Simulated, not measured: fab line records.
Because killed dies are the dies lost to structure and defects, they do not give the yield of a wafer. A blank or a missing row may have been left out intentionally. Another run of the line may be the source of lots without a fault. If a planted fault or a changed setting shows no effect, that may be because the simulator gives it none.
Matching of chambers ; flow nand_harc ; 4 sister chambers for NHARC_A_CONTACT_DESCUM_74 on rie_diel-13
The step chemistry O2, time 3 s. 16 wafers are shown with their chamber, then 8 later ones without.

EACH WAFER AND ITS CHAMBER
wafer;chamber;drypump_motor_current_A (A);showerhead_plenum_p_Torr (Torr);oes_product_au (a.u.)
L074.3;2;5.64;1.87;1.008
L074.5;2;5.67;1.87;1.015
L074.6;3;5.69;1.87;0.997
L074.1;1;5.54;1.84;0.999
L074.2;0;5.30;1.78;0.992
L074.4;3;5.69;1.87;1.013
L077.2;2;5.67;1.87;1.011
L077.3;3;5.70;1.87;1.025
L077.5;2;5.64;1.87;1.005
L083.1;3;5.70;1.86;1.000
L083.2;0;5.35;1.77;0.997
L083.3;1;5.54;1.83;1.002
L087.2;0;5.31;1.77;0.997
L087.4;1;5.54;1.83;0.995
L087.5;1;5.55;1.83;1.005
L087.1;3;5.69;1.85;1.006

SIGNATURES (averages over the wafers above)
reading;chamber 0;chamber 1;chamber 2;chamber 3;scatter within a chamber
drypump_motor_current_A;5.3200;5.5425;5.6550;5.6940;0.0144
showerhead_plenum_p_Torr;1.7733;1.8325;1.8700;1.8640;0.0062
oes_product_au;0.99533;1.00025;1.00975;1.00820;0.00724
Rule: for each reading, subtract the chamber's mean from the wafer's reading, divide by that reading's scatter and square the result; add these up over the readings and take the root, which gives the wafer's distance from the chamber. If the next closest chamber is less than 2 further off than the closest, the wafer can't be placed; otherwise it belongs to the closest. The scatter: the root of (the sum of the squares of (reading less its chamber's mean) over the shown wafers, divided by (wafers less chambers)).

WAFERS WITHOUT THEIR CHAMBER
wafer;drypump_motor_current_A (A);showerhead_plenum_p_Torr (Torr);oes_product_au (a.u.)
L087.3;5.62;1.86;1.012
L087.6;5.59;1.86;0.998
L096.1;5.63;1.85;1.016
L096.3;5.31;2.07;0.989
L096.4;5.52;1.82;0.995
L097.1;5.34;2.07;0.985
L097.2;5.70;1.84;1.001
L097.5;5.54;1.81;0.991

EACH ONE'S CHAMBER
wafer;from the rows above;in truth
L087.3;2;2
L087.6;can't be placed: 2 or 1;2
L096.1;can't be placed: 2 or 3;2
L096.3;can't be placed: 2 or 1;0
L096.4;1;1
L097.1;can't be placed: 2 or 1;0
L097.2;can't be placed: 3 or 2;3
L097.5;1;1
Placed correctly: 3 of 8. Can't be placed from these rows: 5 (the true chamber is among the candidates in 3). Number placed wrongly: 0.
